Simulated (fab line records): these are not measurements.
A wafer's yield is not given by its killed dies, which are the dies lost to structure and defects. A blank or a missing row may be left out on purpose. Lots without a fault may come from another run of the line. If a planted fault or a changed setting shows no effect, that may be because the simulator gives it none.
A lot that was struck, set against a sound lot | flow n5-finfet | 15 steps out of a route of 1938
Sound: the wafers L976.2, L976.3, L976.4. Struck: wafer L966.3 (left out: L966.4, a lot-mate that was not struck); the cause follows at the end.
Each step with rows lists, per side, the tool, then ch with its chambers, then its first start. Under that, the readings that differ: sound wafers | struck wafers | difference of the means | sigmas: that difference in standard deviations of wafers without a fault.
alike: readings with means less than 2 such deviations apart, plus words and numbers identical on both sides. not compared: withheld readings, readings lacking a value on some wafer, bounds such as >300 that could conceal the same value, and numbers that have no deviation in the record and whose values overlap.
The two part at a step that has a row with sigmas, a row that says differs or no value, or rows on one side only. Numbers that have no deviation but don't overlap get no sigmas and don't part them. A reading that every wafer of one side lacks parts them only if that side has two wafers or more.

N5_MOL_CONTACT_COAG_INSPECT_97: inspects for defects (darkfield).
  sound on defect-inspect-01, day 10 19:23; struck on defect-inspect-02, day 8 01:42
  alike: raw-defect-count
N5_BEOL_M0_SAQP_PECVD_00: deposits SiCN from 3MS/NH3, target thk 8 nm, time 14 s.
  sound on pecvd-04 ch 1,2, day 10 19:42; struck on pecvd-04 ch 2, day 8 02:01
  alike: showerhead-plenum-p-Torr, throttle-valve-pct
  not compared: since-wet-clean-h
N5_BEOL_M0_SAQP_ILD_DEP_01: deposits SiOC from DEMS/O2, target thk 45.419 nm, time 8.7 s.
  sound on pecvd-04 ch 1,2, day 10 19:44; struck on pecvd-04 ch 2, day 8 02:06
  alike: heater-power-w, showerhead-plenum-p-Torr, throttle-valve-pct
  not compared: since-wet-clean-h
N5_BEOL_M0_SAQP_HM_DEP_02: deposits TiN, target thk 12 nm.
  sound on pvd-sputter-01, day 10 21:38; struck on pvd-sputter-02, day 8 04:25
  alike: throttle-valve-pct
N5_BEOL_M0_SAQP_PECVD_03: deposits SiCN from 3MS/NH3, target thk 12 nm, time 21.1 s.
  sound on pecvd-01 ch 0,1,2, day 10 21:46; struck on pecvd-02 ch 0, day 8 04:33
  reading                         | sound             | struck | difference | sigmas
  showerhead-plenum-p-Torr (Torr) | 3.647 3.667 3.642 | 3.690  | +0.038     | +3
  alike: throttle-valve-pct
  not compared: since-wet-clean-h
then, 1 step without rows for these wafers: N5_BEOL_M0_SAQP_PECVD_96 (deposits a-Si from SiH4/He, target thk 45 nm, time 45.2 s).
N5_BEOL_M0_SAQP_PECVD_97: deposits SiNx from SiH4/NH3/N2, target thk 23 nm, time 19.9 s.
  sound on pecvd-01 ch 0,1,2, day 10 21:50; struck on pecvd-02 ch 0, day 8 04:37
  reading                         | sound          | struck | difference | sigmas
  showerhead-plenum-p-Torr (Torr) | 5.10 5.16 5.05 | 5.28   | +0.18      | +2
  alike: heater-power-w, throttle-valve-pct
  not compared: since-wet-clean-h
then, 1 step without rows for these wafers: N5_BEOL_M0_SAQP_PECVD_04 (deposits a-Si from SiH4/He, target thk 60 nm, time 60.2 s).
N5_BEOL_M0_SAQP_THK_MEAS_05:
  sound on film-metro-01, day 10 21:58; struck on film-metro-02, day 8 04:46
  alike: thk-nm
then, 2 steps without rows for these wafers: N5_BEOL_M0_SAQP_HM_DEP_111 (deposits SiO2 from SiH4/N2O, target thk 12 nm, time 7.2 s); N5_BEOL_M0_SAQP_COAT_81 (time 60 s, resist thk 100 nm).
N5_BEOL_M0_SAQP_COAT_82: time 60 s, resist thk 30 nm.
  sound on litho-track-03 ch 0, day 10 22:05; struck on litho-track-02 ch 0, day 8 04:58
  reading          | sound             | struck | difference | sigmas
  run-length-s (s) | 65.98 66.07 66.14 | 81.60  | +15.54     | +99 or more
then, 1 step without rows for these wafers: N5_BEOL_M0_SAQP_COAT_08 (resist thk 90 nm).
-- a jump in the record: the struck wafers' starts before and after are 3 days apart (it breaks off in module BEOL_M0_SAQP and resumes in module BEOL_M4, where the first step shown is number 1111 of the route) --
N5_BEOL_M4_RC_MEAS_101:
  sound on prober-01 ch 0, day 13 20:37; struck on prober-01 ch 0, day 10 19:43
  alike: DIBL_N, DIBL_P, IOFF_N, IOFF_P, ION_N, ION_P, SS_N, SS_P, VT_N, VT_P
-- the record jumps here: 5 days lie between the struck wafers' starts before and after (it left off in module BEOL_M4 and takes up again in module PASSIVATION, whose first step shown is number 1936 of the route) --
N5_PASSIVATION_PROBE_49:
  sound on prober-02, day 18 07:52; struck on prober-02, day 15 13:29
  alike: defect-limited-yield, killed_at_M0_to_M3, killed_at_M4_up, killed-at-contacts, killed-at-front-end, killed-at-other, killed-dies, killed-open, killed-short, sort_bin_4_leakage, sort_bin_5_function, sort_bin_6_memory, sort-n-pass, sort-yield-pct

== WHERE THEY PART ==
Last at N5_BEOL_M0_SAQP_COAT_82 as far as this record goes, first at N5_BEOL_M0_SAQP_PECVD_03. Later steps at which nothing parts them and some readings are alike: N5_BEOL_M4_RC_MEAS_101, N5_PASSIVATION_PROBE_49.

WHY: what had been put in by the simulator
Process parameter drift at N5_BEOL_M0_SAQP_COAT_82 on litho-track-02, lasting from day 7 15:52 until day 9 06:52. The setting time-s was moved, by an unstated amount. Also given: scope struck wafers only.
